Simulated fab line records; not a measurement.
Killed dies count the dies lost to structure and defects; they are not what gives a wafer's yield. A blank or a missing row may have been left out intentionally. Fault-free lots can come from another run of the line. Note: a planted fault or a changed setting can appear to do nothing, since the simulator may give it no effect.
Which tool was responsible?	flow nand harc	Sampling: 22 lots, 66 wafers, 6 of 1302 route steps

== WHAT THE GAUGES SHOWED, per wafer ==
No reading from a measuring or inspecting step in the record can be judged against a usual standard deviation.

== EACH LOT AND THE TOOL THAT RAN IT (in order: tool; ch and the chambers of the sampled wafers; start) ==
lot	NHARC_A_STAIRCASE_TRIM_224	NHARC_A_STAIRCASE_ETCH_225	NHARC_A_STAIRCASE_STRIP_238	NHARC_A_STAIRCASE_HM_OPEN_457	NHARC_A_STAIRCASE_HM_OPEN_463	NHARC_A_SGD_CUT_DEP_00
L074	rie diel-02 ch 0,2,3, day 16 01:36 or earlier	rie diel-02 ch 0,1,3, day 16 01:36 or earlier	plasma asher-02 ch 0,1, day 16 01:36	rie diel-02 ch 0,3, day 19 07:14 or earlier	rie diel-11 ch 0,1,3, day 19 07:14 or earlier	pecvd-04 ch 1,2, day 19 07:14
L075	rie diel-04 ch 1,2,3, day 16 20:09 or earlier	rie diel-04 ch 0,1,2, day 16 20:09 or earlier	plasma asher-01 ch 0,1, day 16 20:09	rie diel-04 ch 0,1,2, day 19 23:35 or earlier	rie diel-02 ch 0,2,3, day 19 23:35 or earlier	pecvd-02 ch 1,2, day 19 23:35
L076	rie diel-02 ch 0,1,3, day 16 20:22 or earlier	rie diel-02 ch 0,1, day 16 20:22 or earlier	plasma asher-02 ch 0,1, day 16 20:22	rie diel-11 ch 0,1,2, day 20 03:50 or earlier	rie diel-04 ch 1,2, day 20 03:50 or earlier	pecvd-03 ch 0,1,2, day 20 03:50
L077	rie diel-11 ch 0,1,2, day 16 20:31 or earlier	rie diel-11 ch 2,3, day 16 20:31 or earlier	plasma asher-01 ch 0,1, day 16 20:31	rie diel-02 ch 0,1,2, day 20 00:20 or earlier	rie diel-11 ch 0,2,3, day 20 00:20 or earlier	pecvd-03 ch 1,2, day 20 00:20
L078	rie diel-04 ch 1,2,3, day 17 18:47 or earlier	rie diel-04 ch 1,2,3, day 17 18:47 or earlier	plasma asher-02 ch 0,1, day 17 18:47	rie diel-04 ch 2,3, day 20 17:50 or earlier	rie diel-11 ch 0,1,2, day 20 17:50 or earlier	pecvd-04 ch 0,1,2, day 20 17:50
L079	rie diel-04 ch 0,2,3, day 17 23:45 or earlier	rie diel-04 ch 1,2,3, day 17 23:45 or earlier	plasma asher-01 ch 0,1, day 17 23:45	rie diel-04 ch 1,2,3, day 20 17:56 or earlier	rie diel-11 ch 1,2,3, day 20 17:56 or earlier	pecvd-03 ch 0,1,2, day 20 17:56
L080	rie diel-11 ch 0,1,2, day 18 17:21 or earlier	rie diel-11 ch 2,3, day 18 17:21 or earlier	plasma asher-02 ch 0,1, day 18 17:21	rie diel-02 ch 0,2,3, day 21 21:44 or earlier	rie diel-02 ch 0,3, day 21 21:44 or earlier	pecvd-03 ch 0,1, day 21 21:44
L081	rie diel-04 ch 0,1,2, day 18 18:29 or earlier	rie diel-04 ch 0,1,2, day 18 18:29 or earlier	plasma asher-02 ch 0,1, day 18 18:29	rie diel-04 ch 0,2,3, day 21 22:13 or earlier	rie diel-02 ch 0,2,3, day 21 22:13 or earlier	pecvd-02 ch 1,2, day 21 22:13
L082	rie diel-04 ch 1,3, day 19 10:17 or earlier	rie diel-04 ch 1,2,3, day 19 10:17 or earlier	plasma asher-01 ch 0,1, day 19 10:17	rie diel-04 ch 1,2,3, day 22 15:50 or earlier	rie diel-02 ch 2,3, day 22 15:50 or earlier	pecvd-03 ch 0,1,2, day 22 15:50
L084	rie diel-11 ch 0,2, day 20 05:53 or earlier	rie diel-11 ch 1,3, day 20 05:53 or earlier	plasma asher-02 ch 0,1, day 20 05:53	rie diel-11 ch 1,2, day 23 06:05 or earlier	rie diel-11 ch 0,2, day 23 06:05 or earlier	pecvd-02 ch 0,1,2, day 23 06:05
L083	rie diel-02 ch 0,2,3, day 20 09:01 or earlier	rie diel-02 ch 1,3, day 20 09:01 or earlier	plasma asher-02 ch 0,1, day 20 09:01	rie diel-02 ch 0,3, day 23 06:22 or earlier	rie diel-02 ch 1,2,3, day 23 06:22 or earlier	pecvd-04 ch 0,1,2, day 23 06:22
L085	rie diel-02 ch 0,1,2, day 20 19:49 or earlier	rie diel-02 ch 0,1,2, day 20 19:49 or earlier	plasma asher-02 ch 0,1, day 20 19:49	rie diel-04 ch 0,2,3, day 23 16:47 or earlier	rie diel-04 ch 1,2,3, day 23 16:47 or earlier	pecvd-03 ch 1,2, day 23 16:47
L087	rie diel-11 ch 0,2, day 21 07:11 or earlier	rie diel-11 ch 0,2,3, day 21 07:11 or earlier	plasma asher-02 ch 0,1, day 21 07:11	rie diel-11 ch 0,1, day 24 02:50 or earlier	rie diel-11 ch 0,2, day 24 02:50 or earlier	pecvd-04 ch 0,2, day 24 02:50
L088	rie diel-04 ch 0,1,2, day 22 02:49 or earlier	rie diel-04 ch 0,1, day 22 02:49 or earlier	plasma asher-02 ch 0, day 22 02:49	rie diel-04 ch 0,2, day 23 02:05 or earlier	rie diel-02 ch 1,2, day 23 02:05	pecvd-04 ch 0,1,2, day 25 01:42
L089	rie diel-04 ch 0,1,3, day 22 03:42 or earlier	rie diel-04 ch 1,2,3, day 22 03:42 or earlier	plasma asher-01 ch 0,1, day 22 03:42	rie diel-02 ch 0,1,2, day 25 01:26 or earlier	rie diel-04 ch 0,1,3, day 25 01:26 or earlier	pecvd-03 ch 1,2, day 25 01:26
L090	rie diel-11 ch 0,1,2, day 22 17:50 or earlier	rie diel-11 ch 1,2,3, day 22 17:50 or earlier	plasma asher-02 ch 0,1, day 22 17:50	rie diel-04 ch 0,1,3, day 25 19:30 or earlier	rie diel-11 ch 0,2,3, day 25 19:30 or earlier	pecvd-03 ch 0,2, day 25 19:30
L091	rie diel-02 ch 1,2,3, day 22 18:58 or earlier	rie diel-02 ch 1,2,3, day 22 18:58 or earlier	plasma asher-02 ch 0,1, day 22 18:58	rie diel-11 ch 1,2,3, day 25 19:17 or earlier	rie diel-02 ch 0,1,2, day 25 19:17 or earlier	pecvd-03 ch 0,1, day 25 19:17
L093	rie diel-11 ch 2,3, day 23 23:28 or earlier	rie diel-11 ch 0,1,3, day 23 23:28 or earlier	plasma asher-02 ch 0,1, day 23 23:28	rie diel-04 ch 0,1,3, day 27 01:31 or earlier	rie diel-04 ch 0,1,2, day 27 01:31 or earlier	pecvd-02 ch 0,1,2, day 27 01:31
L092	rie diel-11 ch 0,2, day 23 23:47 or earlier	rie diel-11 ch 1,2,3, day 23 23:47 or earlier	plasma asher-02 ch 0,1, day 23 23:47	rie diel-11 ch 0,1,3, day 27 03:50 or earlier	rie diel-04 ch 0,3, day 27 03:50 or earlier	pecvd-04 ch 0,1,2, day 27 03:50
L095	rie diel-02 ch 1,2,3, day 24 09:59 or earlier	rie diel-02 ch 0,1,2, day 24 09:59 or earlier	plasma asher-01 ch 0,1, day 24 09:59	rie diel-04 ch 0,1,3, day 27 01:07 or earlier	rie diel-11 ch 1,2,3, day 27 01:07 or earlier	pecvd-04 ch 0,1,2, day 27 01:07
L094	rie diel-04 ch 1,2,3, day 25 06:32 or earlier	rie diel-04 ch 1,2,3, day 25 06:32 or earlier	plasma asher-01 ch 0,1, day 25 06:32	rie diel-02 ch 0,1, day 27 22:47 or earlier	rie diel-11 ch 0,3, day 27 22:47 or earlier	pecvd-03 ch 0,1,2, day 27 22:47
L097	rie diel-02 ch 0,2,3, day 26 00:55 or earlier	rie diel-02 ch 1,3, day 26 00:55 or earlier	plasma asher-01 ch 0,1, day 26 00:55	rie diel-11 ch 0,2,3, day 28 21:36 or earlier	rie diel-02 ch 0,1, day 28 21:36 or earlier	pecvd-02 ch 1,2, day 28 21:36
- NHARC_A_STAIRCASE_TRIM_224: chemistry O2, time 211.2 s.
- NHARC_A_STAIRCASE_ETCH_225: etches the open film in C4F8/O2, target depth 100 nm, time 40.5 s.
- NHARC_A_STAIRCASE_STRIP_238: strips in O2.
- NHARC_A_STAIRCASE_HM_OPEN_457: chemistry O2/COS.
- NHARC_A_STAIRCASE_HM_OPEN_463: chemistry O2/COS.
- NHARC_A_SGD_CUT_DEP_00: deposits SiNx, target thk 50 nm.

== WHAT THE TOOLS THEMSELVES READ (means of the sampled wafers that have a number; where no wafer has one, the mark that the record gives instead) ==
NHARC_A_STAIRCASE_TRIM_224.
lot	tool	drypump motor current A (A)	oes product au (a.u.)	rf vpp V (V)	showerhead plenum p Torr (Torr)	throttle valve pct (%)
L074	rie diel-02	5.64	1.009	56.5	3.45	17.034
L075	rie diel-04	5.55	1.001	59.0	3.57	17.036
L076	rie diel-02	5.55	1.004	57.7	3.56	17.042
L077	rie diel-11	5.64	1.012	57.3	3.34	17.035
L078	rie diel-04	5.53	1.001	57.8	3.57	17.045
L079	rie diel-04	5.51	0.995	58.2	3.57	17.033
L080	rie diel-11	5.64	1.007	57.0	3.33	17.036
L081	rie diel-04	5.77	1.001	58.6	3.62	17.040
L082	rie diel-04	5.47	0.999	57.1	3.57	17.032
L084	rie diel-11	5.68	0.998	58.1	3.64	17.033
L083	rie diel-02	5.62	0.992	57.7	3.43	17.036
L085	rie diel-02	5.83	1.004	58.9	3.48	17.030
L087	rie diel-11	5.51	1.000	57.5	3.47	17.036
L088	rie diel-04	5.77	1.000	57.5	3.61	17.040
L089	rie diel-04	5.44	0.996	58.1	3.56	17.033
L090	rie diel-11	5.63	1.003	58.1	3.50	17.040
L091	rie diel-02	5.68	0.997	59.2	3.57	17.042
L093	rie diel-11	5.76	1.000	57.8	3.68	17.040
L092	rie diel-11	5.50	1.007	57.8	3.45	17.037
L095	rie diel-02	5.70	1.005	57.8	3.57	17.032
L094	rie diel-04	5.56	1.004	57.3	3.53	17.032
L097	rie diel-02	5.62	0.999	58.1	3.41	17.041

NHARC_A_STAIRCASE_ETCH_225.
lot	tool	oes product au (a.u.)	rf fwd power W (W)	rf vpp V (V)
L074	rie diel-02	0.941	595	897
L075	rie diel-04	0.942	593	900
L076	rie diel-02	0.943	594	894
L077	rie diel-11	0.943	597	890
L078	rie diel-04	0.940	591	897
L079	rie diel-04	0.944	592	897
L080	rie diel-11	0.944	597	891
L081	rie diel-04	0.944	594	899
L082	rie diel-04	0.941	594	897
L084	rie diel-11	0.959	595	897
L083	rie diel-02	0.943	592	901
L085	rie diel-02	0.939	596	894
L087	rie diel-11	0.952	594	897
L088	rie diel-04	0.944	592	898
L089	rie diel-04	0.945	591	897
L090	rie diel-11	0.944	593	899
L091	rie diel-02	0.930	594	898
L093	rie diel-11	0.948	594	892
L092	rie diel-11	0.950	596	899
L095	rie diel-02	0.937	595	894
L094	rie diel-04	0.946	592	896
L097	rie diel-02	0.941	593	899

NHARC_A_STAIRCASE_STRIP_238.
lot	tool	drypump motor current A (A)	heater power w (W)
L074	plasma asher-02	5.4	349
L075	plasma asher-01	5.8	329
L076	plasma asher-02	5.1	339
L077	plasma asher-01	5.8	334
L078	plasma asher-02	5.4	341
L079	plasma asher-01	5.9	324
L080	plasma asher-02	5.5	349
L081	plasma asher-02	5.5	349
L082	plasma asher-01	5.8	331
L084	plasma asher-02	5.4	345
L083	plasma asher-02	5.1	344
L085	plasma asher-02	5.5	342
L087	plasma asher-02	5.1	343
L088	plasma asher-02	4.8	338
L089	plasma asher-01	5.9	321
L090	plasma asher-02	5.1	344
L091	plasma asher-02	5.1	341
L093	plasma asher-02	5.5	342
L092	plasma asher-02	5.5	340
L095	plasma asher-01	5.8	319
L094	plasma asher-01	5.9	311
L097	plasma asher-01	5.9	322

NHARC_A_STAIRCASE_HM_OPEN_457.
lot	tool	drypump motor current A (A)	oes product au (a.u.)	rf fwd power W (W)	rf vpp V (V)	showerhead plenum p Torr (Torr)	throttle valve pct (%)
L074	rie diel-02	5.5	1.005	499.0	464	3.02	28.332
L075	rie diel-04	5.8	1.001	497.2	469	3.21	28.330
L076	rie diel-11	5.6	1.008	498.8	463	2.95	28.324
L077	rie diel-02	5.8	0.999	499.9	466	3.09	28.328
L078	rie diel-04	5.3	0.996	498.2	467	3.10	28.332
L079	rie diel-04	5.6	0.996	500.0	467	3.15	28.340
L080	rie diel-02	5.6	0.997	499.5	466	3.04	28.328
L081	rie diel-04	5.5	1.007	499.1	468	3.16	28.336
L082	rie diel-04	5.5	0.998	499.4	468	3.15	28.324
L084	rie diel-11	5.8	1.001	501.0	470	3.25	28.333
L083	rie diel-02	5.4	1.001	501.8	467	3.09	28.333
L085	rie diel-04	5.5	0.993	499.9	468	3.15	28.334
L087	rie diel-11	5.6	1.007	498.9	463	2.98	28.330
L088	rie diel-04	5.7	1.000	500.6	468	3.20	28.328
L089	rie diel-02	5.8	0.999	497.7	466	3.07	28.331
L090	rie diel-04	5.4	1.004	500.4	468	3.15	28.331
L091	rie diel-11	5.7	1.002	501.4	467	3.19	28.327
L093	rie diel-04	5.4	1.009	498.1	469	3.14	28.334
L092	rie diel-11	5.6	1.017	499.1	465	3.04	28.335
L095	rie diel-04	5.4	1.013	498.9	469	3.14	28.336
L094	rie diel-02	5.8	1.001	499.5	468	3.16	28.328
L097	rie diel-11	5.6	0.996	498.8	468	3.15	28.325

NHARC_A_STAIRCASE_HM_OPEN_463.
lot	tool	drypump motor current A (A)	oes product au (a.u.)	rf fwd power W (W)	rf vpp V (V)	showerhead plenum p Torr (Torr)	throttle valve pct (%)
L074	rie diel-11	5.62	1.004	498.3	465	3.06	28.332
L075	rie diel-02	5.63	1.002	500.3	465	3.05	28.327
L076	rie diel-04	5.80	0.994	498.9	468	3.20	28.342
L077	rie diel-11	5.62	1.005	500.2	465	3.02	28.327
L078	rie diel-11	5.63	1.005	499.1	463	2.94	28.337
L079	rie diel-11	5.77	1.011	499.8	466	3.04	28.330
L080	rie diel-02	5.38	1.000	500.8	466	3.09	28.333
L081	rie diel-02	5.63	0.991	499.3	466	3.04	28.335
L082	rie diel-02	5.49	0.993	501.7	468	3.13	28.331
L084	rie diel-11	5.51	1.002	498.7	466	3.07	28.327
L083	rie diel-02	5.68	0.995	500.8	468	3.16	28.333
L085	rie diel-04	5.55	1.007	498.4	467	3.14	28.336
L087	rie diel-11	5.50	0.995	498.9	466	3.06	28.329
L088	rie diel-02	5.88	0.999	499.6	468	3.20	28.325
L089	rie diel-04	5.44	1.014	498.9	468	3.15	28.330
L090	rie diel-11	5.62	1.003	499.0	467	3.16	28.331
L091	rie diel-02	5.83	1.005	499.2	466	3.07	28.329
L093	rie diel-04	5.76	1.004	498.6	469	3.18	28.335
L092	rie diel-04	5.39	0.997	498.6	468	3.15	28.326
L095	rie diel-11	5.77	1.003	498.8	468	3.18	28.319
L094	rie diel-11	5.59	1.006	500.0	467	3.10	28.330
L097	rie diel-02	5.72	1.007	499.0	467	3.15	28.327

NHARC_A_SGD_CUT_DEP_00.
lot	tool	heater power w (W)	rf fwd power W (W)	susceptor temp C (C)
L074	pecvd-04	764	446.8	400.09
L075	pecvd-02	749	448.0	399.95
L076	pecvd-03	721	448.9	400.10
L077	pecvd-03	647	449.4	400.09
L078	pecvd-04	743	447.4	399.84
L079	pecvd-03	685	448.7	399.90
L080	pecvd-03	693	447.1	399.90
L081	pecvd-02	772	448.8	400.01
L082	pecvd-03	698	448.8	400.14
L084	pecvd-02	670	447.6	400.04
L083	pecvd-04	735	447.8	400.13
L085	pecvd-03	606	448.3	399.86
L087	pecvd-04	711	449.1	399.82
L088	pecvd-04	718	446.6	399.85
L089	pecvd-03	661	448.7	400.05
L090	pecvd-03	727	446.4	400.09
L091	pecvd-03	731	448.2	400.03
L093	pecvd-02	687	449.0	399.89
L092	pecvd-04	739	447.6	399.99
L095	pecvd-04	740	448.6	399.95
L094	pecvd-03	681	447.7	400.01
L097	pecvd-02	676	448.5	400.08

== THE ANSWER, worked out from the rows above alone ==
Rule: the lots themselves supply what counts as usual. The widest of any qualifying gaps counts: lots, ordered by their means at a reading, are off when they make up no more than a third of the lots, leave a main group of 4 or more, and stand apart from it by 3 or more times the standard deviation of that group's means. If all means in a main group match to the digits the tables above print for the reading, that group is not used. Also off: a lot with no number at a reading for which 4 or more lots have one. Where the step has rows for the other lots, those lots are counted as sound. Order of review: gauges by route order, followed by the tools' own readings, for which a lot's mean as printed above is used. The first step at which some lot is off is used, and at that step the reading that is off furthest; a lot without a number counts as furthest.
No lot is off on any of the readings shown, so nothing can be concluded from this.

== WHAT HAD BEEN PUT IN BY THE SIMULATOR ==
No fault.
